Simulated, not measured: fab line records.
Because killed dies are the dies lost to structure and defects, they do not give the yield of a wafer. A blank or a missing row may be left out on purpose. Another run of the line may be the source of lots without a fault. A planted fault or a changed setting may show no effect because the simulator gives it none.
Chamber matching | flow nand harc | cmp-03 running NHARC_A_WL_FILL_CMP_12: 4 sister chambers
The step polishes, t overpolish 30 s, target thk 75 nm. 8 wafers are shown with their chamber, then 9 later ones without.

## EACH WAFER AND ITS CHAMBER
wafer  | chamber | motor current A (A) | time to endpoint s (s)
L077.2 | 2       | 11.7                | 18.3
L085.2 | 2       | 11.7                | 13.9
L085.3 | 3       | 12.9                | 11.4
L086.5 | 0       | 12.8                | 11.9
L086.6 | 1       | 11.2                | 12.5
L091.2 | 3       | 12.8                | 11.3
L091.5 | 0       | 13.3                | 14.7
L091.6 | 1       | 11.5                | 16.8

## WAFERS MISSING THEIR CHAMBER
wafer  | motor current A (A) | time to endpoint s (s)
L094.2 | 13.5                | 14.8
L094.3 | 12.3                | 11.6
L094.6 | 11.8                | 11.1
L092.1 | 12.3                | 15.0
L092.2 | 11.6                | 15.5
L092.4 | 11.5                | 13.8
L093.3 | 11.3                | 14.9
L093.5 | 12.0                | 13.1
L093.6 | 12.0                | 14.9

## THE CHAMBER EACH PASSED THROUGH
wafer  | from the rows above               | in truth
L094.2 | can't be placed: 0 or 3           | 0
L094.3 | can't be placed: 3 or 2 or 0      | 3
L094.6 | can't be placed: 2 or 1           | 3
L092.1 | can't be placed: 2 or 3 or 0 or 1 | 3
L092.2 | can't be placed: 2 or 1           | 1
L092.4 | can't be placed: 1 or 2           | 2
L093.3 | can't be placed: 1 or 2           | 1
L093.5 | can't be placed: 2 or 1           | 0
L093.6 | can't be placed: 2 or 1           | 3
Placed correctly: 0 of 9. Can't be placed from these rows: 9 (the true chamber is among the candidates in 6). 0 placed wrongly.
How it was worked out, from the rows above alone: a wafer's distance from a chamber is the root of the sum, over the readings, of the square of ((its reading less the chamber's mean) divided by the reading's scatter). If the next closest chamber is less than 2 further off than the closest, the wafer can't be placed; otherwise it belongs to the closest. The mean given for a chamber averages the wafers shown for that chamber. The scatter is the square root of a quotient: the sum, over the shown wafers, of each reading's squared deviation from its chamber's mean, divided by wafers minus chambers.
